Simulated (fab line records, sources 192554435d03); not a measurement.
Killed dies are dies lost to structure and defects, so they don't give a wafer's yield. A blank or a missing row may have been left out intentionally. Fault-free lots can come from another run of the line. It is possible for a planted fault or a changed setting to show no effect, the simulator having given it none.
Lot-split experiment :: flow n5 finfet :: 21 wafers read from 7 lots, route of 1938 steps

THE SPLIT
At N5_BEOL_M9_ETCH_62 (etches SOC in N2/H2, target depth 110 nm, overetch 22 nm, time 165 s), the setting source w was moved away from the recipe's 840 W on 3 of the 21 wafers read, by +4.8% to +10.2%. This setting was run at the recipe's value on the other wafers.

The split's own step is where the reading is taken.

THE READING
rf vpp V, in V, at N5_BEOL_M9_ETCH_62 (etches SOC in N2/H2, target depth 110 nm, overetch 22 nm, time 165 s). A value of 524.4 V with a standard deviation of 2.6 V is what fault-free wafers of this fab line usually give.

wafer: L078.1
tool, chamber at the split: rie diel-06, 0
source w as run, W: 840
against the recipe: recipe
rf vpp V, V: 523.1
against lot-mates on the recipe: -

wafer: L078.4
tool, chamber at the split: rie diel-06, 2
source w as run, W: 840
against the recipe: recipe
rf vpp V, V: 524.2
against lot-mates on the recipe: -

wafer: L078.5
tool, chamber at the split: rie diel-06, 2
source w as run, W: 840
against the recipe: recipe
rf vpp V, V: 523.5
against lot-mates on the recipe: -

wafer: L081.4
tool, chamber at the split: rie diel-01, 0
source w as run, W: 840
against the recipe: recipe
rf vpp V, V: 526.1
against lot-mates on the recipe: -

wafer: L081.5
tool, chamber at the split: rie diel-01, 3
source w as run, W: 840
against the recipe: recipe
rf vpp V, V: 523.1
against lot-mates on the recipe: -

wafer: L081.6
tool, chamber at the split: rie diel-01, 2
source w as run, W: 840
against the recipe: recipe
rf vpp V, V: 521.3
against lot-mates on the recipe: -

wafer: L082.1
tool, chamber at the split: rie diel-06, 0
source w as run, W: 840
against the recipe: recipe
rf vpp V, V: 523.3
against lot-mates on the recipe: -

wafer: L082.2
tool, chamber at the split: rie diel-06, 1
source w as run, W: 840
against the recipe: recipe
rf vpp V, V: 525.3
against lot-mates on the recipe: -

wafer: L082.6
tool, chamber at the split: rie diel-06, 1
source w as run, W: 840
against the recipe: recipe
rf vpp V, V: 525.3
against lot-mates on the recipe: -

wafer: L085.2
tool, chamber at the split: rie diel-01, 3
source w as run, W: 840
against the recipe: recipe
rf vpp V, V: 523.7
against lot-mates on the recipe: -

wafer: L085.5
tool, chamber at the split: rie diel-01, 0
source w as run, W: 925.5
against the recipe: +10.2%
rf vpp V, V: 508.7
against lot-mates on the recipe: -14.8

wafer: L085.6
tool, chamber at the split: rie diel-01, 1
source w as run, W: 840
against the recipe: recipe
rf vpp V, V: 523.3
against lot-mates on the recipe: -

wafer: L090.1
tool, chamber at the split: rie diel-06, 0
source w as run, W: 840
against the recipe: recipe
rf vpp V, V: 521.6
against lot-mates on the recipe: -

wafer: L090.3
tool, chamber at the split: rie diel-06, 1
source w as run, W: 880.1
against the recipe: +4.8%
rf vpp V, V: 517.7
against lot-mates on the recipe: -3.9

wafer: L090.5
tool, chamber at the split: rie diel-06, 1
source w as run, W: 880.1
against the recipe: +4.8%
rf vpp V, V: 516.3
against lot-mates on the recipe: -5.3

wafer: L091.3
tool, chamber at the split: rie diel-01, 0
source w as run, W: 840
against the recipe: recipe
rf vpp V, V: 526.2
against lot-mates on the recipe: -

wafer: L091.4
tool, chamber at the split: rie diel-01, 3
source w as run, W: 840
against the recipe: recipe
rf vpp V, V: 521.4
against lot-mates on the recipe: -

wafer: L091.6
tool, chamber at the split: rie diel-01, 0
source w as run, W: 840
against the recipe: recipe
rf vpp V, V: 526.0
against lot-mates on the recipe: -

wafer: L094.1
tool, chamber at the split: rie diel-01, 3
source w as run, W: 840
against the recipe: recipe
rf vpp V, V: 522.1
against lot-mates on the recipe: -

wafer: L094.2
tool, chamber at the split: rie diel-01, 0
source w as run, W: 840
against the recipe: recipe
rf vpp V, V: 525.7
against lot-mates on the recipe: -

wafer: L094.4
tool, chamber at the split: rie diel-01, 1
source w as run, W: 840
against the recipe: recipe
rf vpp V, V: 522.5
against lot-mates on the recipe: -

THE FIT
A straight line over all 21 wafers: rf vpp V changes by -1.46 V for each +1% of source w; r = -0.92; the points scatter about the line by 1.6 V.
The same after taking each lot's own level away (the mean of its wafers on the recipe; 21 wafers): -1.32 V for each +1%; r = -0.91; scatter 1.6 V.
Per that fit: largest source w move, reading shift of 13 V.
Measured against the standard deviation above, the lots' own levels, which go from 521.60 to 524.63 V, span 1.2 times it.
So the slope is not independent of the lot-to-lot level: the two fits are not the same.
Check: -9.81 V against its lot-mates is what the line predicts for one of the wafers moved furthest among these (+10.2%) when that wafer is left out of the fit. It came out at -14.8 V against them.
Tool readings at the split's step, against how far the setting was moved: rf vpp V r = -0.92.

OTHER SPLITS APPLIED TO THESE WAFERS
Other splits were also applied to these wafers ahead of the reading. Each is held against what the fit with the lots' levels taken away leaves over:
other split on the same wafers: N5_BEOL_M4_COAT_67 spin rpm
wafers away from the commonest value: 6
r with rf vpp V (lot level and that fit taken away): -0.04

other split on the same wafers: N5_BEOL_M5_ILD_DEP_00 temp c
wafers away from the commonest value: 8
r with rf vpp V (lot level and that fit taken away): +0.46

other split on the same wafers: N5_BEOL_M5_COAT_05 spin rpm
wafers away from the commonest value: 10
r with rf vpp V (lot level and that fit taken away): -0.18

other split on the same wafers: N5_BEOL_M6_HM_DEP_02 target thk a
wafers away from the commonest value: 7
r with rf vpp V (lot level and that fit taken away): +0.13

other split on the same wafers: N5_BEOL_M7_COAT_60 spin rpm
wafers away from the commonest value: 6
r with rf vpp V (lot level and that fit taken away): -0.14

other split on the same wafers: N5_BEOL_M7_COAT_05 spin rpm
wafers away from the commonest value: 4
r with rf vpp V (lot level and that fit taken away): -0.09

other split on the same wafers: N5_BEOL_M8_ETCH_62 time s
wafers away from the commonest value: 5
r with rf vpp V (lot level and that fit taken away): -0.11

FILE'S OWN FIT
rf vpp V changes by -1.36 V for each +1% of source w, r = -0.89.
